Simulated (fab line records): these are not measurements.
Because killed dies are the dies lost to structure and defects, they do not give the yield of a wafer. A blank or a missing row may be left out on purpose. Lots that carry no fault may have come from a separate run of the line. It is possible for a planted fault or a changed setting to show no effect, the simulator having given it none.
The tool behind it: which one? | flow nand_harc | 72 wafers from 24 lots sampled at 6 of the route's 1302 steps

== WHAT THE GAUGES SHOWED, per wafer ==
NHARC_A_BLC_INSPECT_12. Usual: raw_defect_count reads 91 (standard deviation 36).
lot  | measured     | on                | raw_defect_count | flag
L074 | day 22 11:24 | defect_inspect-01 | 162 151 148      |
L076 | day 22 23:34 | defect_inspect-01 | 116 124 121      |
L075 | day 23 02:08 | defect_inspect-01 | 95 95 94         |
L078 | day 23 11:47 | defect_inspect-02 | 117 113 136      |
L077 | day 23 18:59 | defect_inspect-02 | 24 17 25         |
L079 | day 23 20:36 | defect_inspect-01 | 104 114 102      |
L081 | day 24 09:29 | defect_inspect-01 | 87 81 82         |
L080 | day 24 15:16 | defect_inspect-02 | 68 73 67         |
L083 | day 25 14:08 | defect_inspect-01 | 83 90 74         |
L082 | day 26 00:16 | defect_inspect-01 | 122 86 109       |
L084 | day 26 12:44 | defect_inspect-01 | 22 14 18         |
L085 | day 26 13:53 | defect_inspect-02 | 149 134 130      |
L087 | day 27 19:37 | defect_inspect-01 | 47 37 45         |
L086 | day 27 18:52 | defect_inspect-02 | 80 81 63         |
L088 | day 28 12:41 | defect_inspect-01 | 102 110 109      |
L091 | day 28 16:26 | defect_inspect-02 | 33 33 31         |
L090 | day 28 18:08 | defect_inspect-01 | 131 149 146      |
L089 | day 29 00:29 | defect_inspect-02 | 77 89 77         |
L092 | day 29 15:05 | defect_inspect-02 | 94 136 124       |
L093 | day 30 17:23 | defect_inspect-01 | 76 87 81         |
L095 | day 30 17:14 | defect_inspect-02 | 95 89 92         |
L094 | day 30 22:31 | defect_inspect-01 | 122 140 114      |
L096 | day 31 11:13 | defect_inspect-02 | 103 90 108       |
L097 | day 33 03:16 | defect_inspect-02 | 105 87 91        |

NHARC_A_BONDPAD_CD_MEAS_13. Usual: cd_nm reads 499.1 nm (standard deviation 1.9).
lot  | measured     | on        | cd_nm (nm)        | flag
L074 | day 23 00:22 | cd_sem-03 | 498.2 498.1 496.6 |
L076 | day 23 12:47 | cd_sem-03 | 497.6 497.7 498.1 |
L075 | day 23 16:02 | cd_sem-02 | 498.6 497.5 500.4 |
L078 | day 24 01:19 | cd_sem-03 | 498.8 497.2 497.1 |
L077 | day 24 08:12 | cd_sem-03 | 501.1 497.4 499.4 |
L079 | day 24 09:41 | cd_sem-02 | 498.6 496.9 499.5 |
L081 | day 24 22:58 | cd_sem-03 | 495.5 497.9 498.1 |
L080 | day 25 04:19 | cd_sem-02 | 499.7 501.6 501.3 |
L083 | day 26 03:44 | cd_sem-01 | 501.1 498.6 500.9 |
L082 | day 26 14:29 | cd_sem-03 | 494.9 497.4 500.6 |
L084 | day 27 02:02 | cd_sem-01 | 499.4 497.2 496.1 |
L085 | day 27 03:05 | cd_sem-03 | 498.7 497.5 497.4 |
L087 | day 28 09:04 | cd_sem-02 | 499.2 498.0 496.9 |
L086 | day 28 08:23 | cd_sem-03 | 502.2 500.9 500.2 |
L088 | day 29 01:27 | cd_sem-03 | 500.6 502.9 500.0 |
L091 | day 29 05:48 | cd_sem-02 | 497.5 499.4 498.1 |
L090 | day 29 07:11 | cd_sem-01 | 501.0 500.6 500.7 |
L089 | day 29 13:50 | cd_sem-01 | 499.9 498.4 497.9 |
L092 | day 30 04:01 | cd_sem-02 | 500.6 498.0 498.2 |
L093 | day 31 06:51 | cd_sem-02 | 498.8 502.4 501.7 |
L095 | day 31 06:28 | cd_sem-01 | 498.3 497.5 502.6 |
L094 | day 31 11:46 | cd_sem-02 | 500.1 499.5 500.6 |
L096 | day 32 00:35 | cd_sem-02 | 498.2 500.1 501.2 |
L097 | day 33 16:27 | cd_sem-03 | 501.0 497.0 498.0 |

== WHAT TOOL EACH LOT RAN ON (gives the tool, then ch and the chambers of the sampled wafers, and finally the start) ==
lot  | NHARC_A_CONTACT_ETCH_137             | NHARC_A_CONTACT_CMP_20        | NHARC_A_BLC_DESCUM_15              | NHARC_A_M0_PVD_20
L074 | har_cap_etch-02 ch 0,1, day 22 07:15 | cmp-02 ch 0,1, day 22 10:29   | rie_diel-13 ch 1,2,3, day 22 11:29 | pvd_sputter-02, day 23 00:22 or earlier
L076 | har_cap_etch-02 ch 0,1, day 22 19:16 | cmp-02 ch 0,1,2, day 22 22:41 | rie_diel-09 ch 1,2,3, day 22 23:38 | pvd_sputter-03, day 23 12:47 or earlier
L075 | har_cap_etch-02 ch 0,1, day 22 21:55 | cmp-04 ch 0,3, day 23 01:13   | rie_diel-13 ch 0,1, day 23 02:20   | pvd_sputter-03, day 23 16:02 or earlier
L078 | har_cap_etch-02 ch 0,1, day 23 07:34 | cmp-02 ch 2,3, day 23 10:52   | rie_diel-09 ch 2,3, day 23 11:50   | pvd_sputter-02, day 24 01:19 or earlier
L077 | har_cap_etch-02 ch 1, day 23 14:41   | cmp-01 ch 0,3, day 23 18:04   | rie_diel-09 ch 1,2,3, day 23 19:02 | pvd_sputter-03, day 24 08:12 or earlier
L079 | har_cap_etch-01 ch 0, day 23 16:22   | cmp-04 ch 1,2, day 23 19:43   | rie_diel-09 ch 0,1,3, day 23 20:40 | pvd_sputter-02, day 24 09:41 or earlier
L081 | har_cap_etch-03 ch 0,1, day 24 05:13 | cmp-02 ch 1,3, day 24 08:35   | rie_diel-09 ch 0,1,2, day 24 09:33 | pvd_sputter-01, day 24 22:58 or earlier
L080 | har_cap_etch-02 ch 1, day 24 10:54   | cmp-02 ch 0,1, day 24 14:13   | rie_diel-13 ch 0,1,2, day 24 15:20 | pvd_sputter-03, day 25 04:19 or earlier
L083 | har_cap_etch-03 ch 0,1, day 25 09:49 | cmp-02 ch 1,2,3, day 25 13:15 | rie_diel-10 ch 1,2,3, day 25 14:12 | pvd_sputter-02, day 26 03:44 or earlier
L082 | har_cap_etch-03 ch 0, day 25 15:41   | cmp-01 ch 0,1,3, day 25 19:22 | rie_diel-13 ch 0,3, day 26 00:20   | pvd_sputter-03, day 26 14:29 or earlier
L084 | har_cap_etch-02 ch 0,1, day 26 08:27 | cmp-02 ch 0,1,3, day 26 11:53 | rie_diel-09 ch 1,2,3, day 26 12:49 | pvd_sputter-01, day 27 02:02 or earlier
L085 | har_cap_etch-03 ch 0,1, day 26 08:27 | cmp-02 ch 0,1, day 26 12:52   | rie_diel-10 ch 1,2, day 26 13:56   | pvd_sputter-02, day 27 03:05 or earlier
L087 | har_cap_etch-03 ch 0,1, day 27 14:28 | cmp-02 ch 1,2,3, day 27 18:37 | rie_diel-13 ch 1,2,3, day 27 19:43 | pvd_sputter-01, day 28 09:04 or earlier
L086 | har_cap_etch-01 ch 0,1, day 27 14:28 | cmp-01 ch 0,1, day 27 17:50   | rie_diel-09 ch 0,3, day 27 18:56   | pvd_sputter-03, day 28 08:23 or earlier
L088 | har_cap_etch-01 ch 0,1, day 28 08:23 | cmp-02 ch 0,3, day 28 11:38   | rie_diel-10 ch 0,1,2, day 28 12:45 | pvd_sputter-02, day 29 01:27 or earlier
L091 | har_cap_etch-03 ch 0,1, day 28 12:04 | cmp-04 ch 0,1, day 28 15:25   | rie_diel-09 ch 1,3, day 28 16:31   | pvd_sputter-03, day 29 05:48 or earlier
L090 | har_cap_etch-01 ch 0,1, day 28 13:46 | cmp-02 ch 2,3, day 28 17:08   | rie_diel-13 ch 1,2,3, day 28 18:13 | pvd_sputter-02, day 29 07:11 or earlier
L089 | har_cap_etch-03 ch 0,1, day 28 17:25 | cmp-02 ch 0,1,3, day 28 23:35 | rie_diel-09 ch 1,3, day 29 00:33   | pvd_sputter-03, day 29 13:50 or earlier
L092 | har_cap_etch-03 ch 0,1, day 29 10:49 | cmp-04 ch 0,1,2, day 29 14:11 | rie_diel-13 ch 0,1,2, day 29 15:08 | pvd_sputter-03, day 30 04:01 or earlier
L093 | har_cap_etch-02 ch 0,1, day 30 12:56 | cmp-02 ch 0,3, day 30 16:20   | rie_diel-13 ch 0,1,3, day 30 17:28 | pvd_sputter-01, day 31 06:51 or earlier
L095 | har_cap_etch-01 ch 0, day 30 13:00   | cmp-01 ch 2,3, day 30 16:19   | rie_diel-09 ch 0,1,2, day 30 17:19 | pvd_sputter-01, day 31 06:28 or earlier
L094 | har_cap_etch-02 ch 0,1, day 30 18:08 | cmp-01 ch 1,3, day 30 21:29   | rie_diel-09 ch 1,2,3, day 30 22:34 | pvd_sputter-02, day 31 11:46 or earlier
L096 | har_cap_etch-03 ch 0,1, day 31 06:50 | cmp-01 ch 0,1,2, day 31 10:12 | rie_diel-09 ch 1,2,3, day 31 11:16 | pvd_sputter-02, day 32 00:35 or earlier
L097 | har_cap_etch-01 ch 0,1, day 32 22:34 | cmp-04 ch 0,2,3, day 33 02:22 | rie_diel-13 ch 0,2,3, day 33 03:20 | pvd_sputter-02, day 33 16:27 or earlier
- NHARC_A_CONTACT_ETCH_137: etches the open film in C4F8/O2/Ar, time 311 s, target depth 1912 nm.
- NHARC_A_CONTACT_CMP_20: polishes, t overpolish 30 s, target thk 300 nm.
- NHARC_A_BLC_DESCUM_15: chemistry O2, time 3 s.
- NHARC_A_M0_PVD_20: deposits TaN, target thk 5 nm, time 8.06 s.

== AS READ BY THE TOOLS THEMSELVES (means over the sampled wafers that have a number; for cases with no such wafer, the mark the record gives instead) ==
NHARC_A_CONTACT_CMP_20. Usual: edge_zone_pressure_frac 1.000, standard deviation 0.0048; motor_current_A 12.3 A, standard deviation 1; overpolish_run_s 30.000 s, standard deviation 0.0088; time_to_endpoint_s 59.8 s, standard deviation 2.7.
lot  | tool   | edge_zone_pressure_frac | motor_current_A (A) | overpolish_run_s (s) | time_to_endpoint_s (s) | flag
L074 | cmp-02 | 1.005                   | 12.4                | 30.003               | 57.8                   |
L076 | cmp-02 | 1.000                   | 12.2                | 30.001               | 60.7                   |
L075 | cmp-04 | 0.997                   | 10.9                | 29.997               | 61.0                   |
L078 | cmp-02 | 0.998                   | 12.4                | 30.001               | 58.4                   |
L077 | cmp-01 | 1.001                   | 12.2                | 30.005               | 61.8                   |
L079 | cmp-04 | 1.000                   | 11.8                | 29.993               | 61.1                   |
L081 | cmp-02 | 1.004                   | 13.7                | 29.992               | 57.8                   |
L080 | cmp-02 | 0.997                   | 12.8                | 30.007               | 59.0                   |
L083 | cmp-02 | 0.995                   | 12.8                | 30.001               | 60.6                   |
L082 | cmp-01 | 0.998                   | 11.9                | 30.007               | 59.1                   |
L084 | cmp-02 | 0.997                   | 12.8                | 30.002               | 56.7                   |
L085 | cmp-02 | 0.996                   | 12.3                | 30.010               | 56.7                   |
L087 | cmp-02 | 1.000                   | 13.0                | 29.993               | 57.2                   |
L086 | cmp-01 | 0.999                   | 12.4                | 29.993               | 63.3                   |
L088 | cmp-02 | 1.003                   | 14.0                | 29.996               | 63.7                   |
L091 | cmp-04 | 0.997                   | 11.2                | 30.008               | 62.4                   |
L090 | cmp-02 | 0.999                   | 12.2                | 29.996               | 59.9                   |
L089 | cmp-02 | 1.003                   | 13.3                | 29.999               | 59.5                   |
L092 | cmp-04 | 1.000                   | 11.7                | 29.997               | 60.3                   |
L093 | cmp-02 | 1.007                   | 13.6                | 30.004               | 62.5                   |
L095 | cmp-01 | 0.999                   | 10.8                | 30.002               | 59.0                   |
L094 | cmp-01 | 1.010                   | 11.7                | 30.001               | 59.3                   |
L096 | cmp-01 | 1.000                   | 11.8                | 30.011               | 61.1                   |
L097 | cmp-04 | 1.003                   | 11.5                | 30.007               | 63.9                   |

NHARC_A_BLC_DESCUM_15. Usual: drypump_motor_current_A 5.6 A, standard deviation 0.55; oes_product_au 1.000 a.u., standard deviation 0.011; rf_vpp_V 57.7 V, standard deviation 0.9; showerhead_plenum_p_Torr 1.89 Torr, standard deviation 0.098; throttle_valve_pct 11.310 %, standard deviation 0.009.
lot  | tool        | drypump_motor_current_A (A) | oes_product_au (a.u.) | rf_vpp_V (V) | showerhead_plenum_p_Torr (Torr) | throttle_valve_pct (%) | flag
L074 | rie_diel-13 | 5.7                         | 1.001                 | 57.6         | 1.90                            | 11.310                 |
L076 | rie_diel-09 | 5.3                         | 1.011                 | 57.1         | 1.85                            | 11.309                 |
L075 | rie_diel-13 | 6.0                         | 1.015                 | 57.2         | 1.79                            | 11.309                 |
L078 | rie_diel-09 | 5.4                         | 0.995                 | 57.8         | 1.85                            | 11.305                 |
L077 | rie_diel-09 | 5.3                         | 1.004                 | 58.2         | 1.85                            | 11.314                 |
L079 | rie_diel-09 | 5.1                         | 1.003                 | 58.0         | 1.85                            | 11.304                 |
L081 | rie_diel-09 | 5.6                         | 1.005                 | 58.3         | 1.93                            | 11.296                 |
L080 | rie_diel-13 | 5.9                         | 0.997                 | 57.8         | 1.84                            | 11.308                 |
L083 | rie_diel-10 | 5.6                         | 1.005                 | 58.7         | 1.95                            | 11.313                 |
L082 | rie_diel-13 | 5.7                         | 0.997                 | 58.1         | 1.85                            | 11.319                 |
L084 | rie_diel-09 | 5.3                         | 0.998                 | 57.2         | 1.85                            | 11.312                 |
L085 | rie_diel-10 | 5.4                         | 0.995                 | 58.4         | 2.01                            | 11.306                 |
L087 | rie_diel-13 | 5.7                         | 1.003                 | 57.6         | 1.89                            | 11.307                 |
L086 | rie_diel-09 | 5.5                         | 0.994                 | 57.9         | 1.93                            | 11.314                 |
L088 | rie_diel-10 | 5.5                         | 0.990                 | 57.6         | 1.94                            | 11.311                 |
L091 | rie_diel-09 | 4.9                         | 1.001                 | 57.1         | 1.78                            | 11.313                 |
L090 | rie_diel-13 | 5.7                         | 1.004                 | 57.5         | 1.89                            | 11.309                 |
L089 | rie_diel-09 | 4.8                         | 1.002                 | 56.7         | 1.78                            | 11.307                 |
L092 | rie_diel-13 | 5.9                         | 1.009                 | 57.2         | 1.84                            | 11.307                 |
L093 | rie_diel-13 | 5.9                         | 1.010                 | 57.4         | 1.85                            | 11.309                 |
L095 | rie_diel-09 | 5.6                         | 0.995                 | 56.2         | 1.92                            | 11.309                 |
L094 | rie_diel-09 | 5.3                         | 0.996                 | 58.1         | 1.85                            | 11.311                 |
L096 | rie_diel-09 | 5.3                         | 0.992                 | 57.1         | 1.85                            | 11.317                 |
L097 | rie_diel-13 | 5.5                         | 1.003                 | 57.8         | 1.89                            | 11.315                 |

NHARC_A_M0_PVD_20. Usual: throttle_valve_pct reads 29.8 % (standard deviation 1.3).
lot  | tool           | throttle_valve_pct (%) | flag
L074 | pvd_sputter-02 | 29.6                   |
L076 | pvd_sputter-03 | 29.6                   |
L075 | pvd_sputter-03 | 29.7                   |
L078 | pvd_sputter-02 | 29.0                   |
L077 | pvd_sputter-03 | 29.2                   |
L079 | pvd_sputter-02 | 30.6                   |
L081 | pvd_sputter-01 | 30.2                   |
L080 | pvd_sputter-03 | 29.1                   |
L083 | pvd_sputter-02 | 30.0                   |
L082 | pvd_sputter-03 | 30.2                   |
L084 | pvd_sputter-01 | 30.1                   |
L085 | pvd_sputter-02 | 30.0                   |
L087 | pvd_sputter-01 | 29.6                   |
L086 | pvd_sputter-03 | 30.4                   |
L088 | pvd_sputter-02 | 29.4                   |
L091 | pvd_sputter-03 | 30.2                   |
L090 | pvd_sputter-02 | 30.2                   |
L089 | pvd_sputter-03 | 28.8                   |
L092 | pvd_sputter-03 | 30.2                   |
L093 | pvd_sputter-01 | 29.4                   |
L095 | pvd_sputter-01 | 30.4                   |
L094 | pvd_sputter-02 | 29.5                   |
L096 | pvd_sputter-02 | 29.5                   |
L097 | pvd_sputter-02 | 29.1                   |

== THE ANSWER, worked out from the rows above alone ==
Rule: lot off if the mean of its wafers having a number is beyond 3 standard deviations from the usual mean. Also off: a lot with no number at a reading for which 4 or more lots have one. Any other lot the step has rows for is counted as sound. After the gauges, taken in route order, come the tools' own readings; for these a lot's mean is taken, as printed above. At the first step where some lot is off, the reading lying furthest off is the one used; lots without a number count as furthest.
Nothing can be told from this: no lot is off at any reading shown.

== WHAT THE SIMULATOR HAD PUT IN ==
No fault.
